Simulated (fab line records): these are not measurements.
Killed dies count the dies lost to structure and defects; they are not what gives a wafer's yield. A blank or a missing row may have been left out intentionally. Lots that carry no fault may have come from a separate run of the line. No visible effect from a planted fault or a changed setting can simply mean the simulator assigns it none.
One fault seen from 2 desks || flow n5Finfet || numbers are kept per desk, each desk with only its own; the story behind them comes last

== DESK OF THE TOOL OWNER: aldSin-03 ==
The tool's own readings at N5_SPACER0_ALD_08 (deposits SiNx, target thk 2 nm): means of the sampled wafers that have a number, for each lot that ran on this tool. If a lot's mean is further than 4 standard deviations from the usual mean, the lot is out of limits and carries the mark OUT (the distance appears in the brackets).
Columns: A = heaterPowerW at N5_SPACER0_ALD_08, usual 849 W
{"lot": "L296", "first seen here": "day 3 20:04", "A": 778}
{"lot": "L298", "first seen here": "day 4 06:52", "A": 807}
{"lot": "L299", "first seen here": "day 4 11:40", "A": 808}
{"lot": "L301", "first seen here": "day 5 00:31", "A": 786}
{"lot": "L310", "first seen here": "day 8 09:34", "A": 794}
{"lot": "L314", "first seen here": "day 8 19:28", "A": 808}
{"lot": "L311", "first seen here": "day 8 20:01", "A": 790}
Result from this desk: across the 7 lots, nothing is out of limits.

== AT THE METROLOGY DESK ==
What the gauges read for every lot (on any tool): the sampled wafers with a number, averaged. If a lot's mean is further than 4 standard deviations from the usual mean, the lot is out of limits and carries the mark OUT (the distance appears in the brackets). 7 of its 15 readings are shown, namely those furthest out on some lot.
Columns: A = IOFF_P_85C at N5_BEOL_M4_RC_MEAS_101, usual 4.0 nA/um; B = IOFF_P_LIN at N5_BEOL_M4_RC_MEAS_101, usual 0.109 nA/um; C = ION_N at N5_BEOL_M4_RC_MEAS_101, usual 680 uA/um; D = ION_P at N5_BEOL_M4_RC_MEAS_101, usual 466 uA/um; E = REXT_P at N5_BEOL_M4_RC_MEAS_101, usual 101.0 ohm.um; F = SS_N at N5_BEOL_M4_RC_MEAS_101, usual 71.8 mV/dec; G = VT_P_LVT at N5_BEOL_M4_RC_MEAS_101, usual -97.4 mV
{"lot": "L295", "first seen here": "day 8 14:06", "A": 4.1, "B": 0.108, "C": 692, "D": 464, "E": 99.2, "F": 72.3, "G": -97.1}
{"lot": "L296", "first seen here": "day 9 01:14", "A": 4.5, "B": 0.118, "C": 702, "D": 474, "E": 101.2, "F": 72.3, "G": -96.0}
{"lot": "L298", "first seen here": "day 9 13:08", "A": 4.2, "B": 0.119, "C": 676, "D": 468, "E": 101.0, "F": 71.7, "G": -95.7}
{"lot": "L299", "first seen here": "day 9 18:03", "A": 3.6, "B": 0.100, "C": 672, "D": 464, "E": 103.3, "F": 71.3, "G": -100.2}
{"lot": "L301", "first seen here": "day 9 19:36", "A": 3.8, "B": 0.108, "C": 681, "D": 467, "E": 107.6, "F": 71.7, "G": -96.2}
{"lot": "L304", "first seen here": "day 10 13:31", "A": 4.3, "B": 0.112, "C": 690, "D": 466, "E": 97.8, "F": 72.4, "G": -96.5}
{"lot": "L303", "first seen here": "day 10 16:29", "A": 4.3, "B": 0.117, "C": 672, "D": 466, "E": 99.6, "F": 71.5, "G": -98.9}
{"lot": "L310", "first seen here": "day 13 17:26", "A": 5.0, "B": 0.134, "C": 680, "D": 474, "E": 100.4, "F": 73.0, "G": -93.8}
{"lot": "L311", "first seen here": "day 14 04:46", "A": 4.9, "B": 0.135, "C": 694, "D": 482, "E": 96.1, "F": 72.5, "G": -92.9}
{"lot": "L314", "first seen here": "day 14 21:18", "A": 4.5, "B": 0.121, "C": 693, "D": 471, "E": 96.4, "F": 72.2, "G": -93.2}
Result from this desk: across the 10 lots, nothing is out of limits.

== PUT TOGETHER ==
The tool owner's desk saw nothing out of limits.
From the metrology desk's view, nothing was out of limits.

== WHAT HAD BEEN PUT IN BY THE SIMULATOR ==
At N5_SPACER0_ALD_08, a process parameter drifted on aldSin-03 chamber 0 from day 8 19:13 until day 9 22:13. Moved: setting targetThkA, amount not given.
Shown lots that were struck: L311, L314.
